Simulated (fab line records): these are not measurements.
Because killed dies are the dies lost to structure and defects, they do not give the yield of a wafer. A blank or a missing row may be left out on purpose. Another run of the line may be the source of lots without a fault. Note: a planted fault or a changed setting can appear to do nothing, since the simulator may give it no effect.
Chamber matching | flow n5Finfet | pecvd-04 running N5_PASSIVATION_PECVD_01: 3 sister chambers
The step deposits SiNx from SiH4/NH3/N2, target thk 200 nm, time 43.2 s. 6 wafers are shown with their chamber, then 11 later ones without.

== WAFERS WITH THEIR CHAMBER ==
wafer  | chamber | throttleValvePct (%) | heaterPowerOuterW (W)
L085.5 | 1       | 29.7                 | 115
L085.6 | 0       | 28.1                 | 135
L086.1 | 2       | 27.4                 | 242
L086.4 | 2       | 27.2                 | 254
L086.5 | 0       | 28.2                 | 100
L092.1 | 1       | 29.7                 | 135

== WAFERS WITH NO CHAMBER GIVEN ==
wafer  | throttleValvePct (%) | heaterPowerOuterW (W)
L092.2 | 27.7                 | 268
L092.5 | 27.6                 | 270
L094.2 | 29.6                 | 119
L094.4 | 29.8                 | 127
L094.5 | 27.2                 | 248
L096.3 | 28.0                 | 82
L096.4 | 28.0                 | 93
L096.6 | 27.6                 | 174
L097.3 | 27.6                 | 292
L097.4 | 29.4                 | 102
L097.5 | 27.9                 | 171

== WHICH CHAMBER EACH ONE RAN IN ==
wafer  | from the rows above     | in truth
L092.2 | 2                       | 2
L092.5 | 2                       | 2
L094.2 | 1                       | 1
L094.4 | 1                       | 1
L094.5 | 2                       | 2
L096.3 | 0                       | 0
L096.4 | 0                       | 0
L096.6 | can't be placed: 2 or 0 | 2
L097.3 | 2                       | 2
L097.4 | 1                       | 1
L097.5 | 0                       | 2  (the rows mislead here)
Correctly placed: 9 of 11. These rows do not allow placing 1 (true chamber among the candidates in 1). Placed wrongly: 1.
How it was worked out, from the rows above alone: a wafer's distance from a chamber is the root of the sum, over the readings, of the square of ((its reading less the chamber's mean) divided by the reading's scatter). The wafer belongs to the nearest chamber; if the next one is less than 2 further off, it can't be placed. A chamber's mean is the mean of its shown wafers. The scatter: the root of (the sum of the squares of (reading less its chamber's mean) over the shown wafers, divided by (wafers less chambers)).
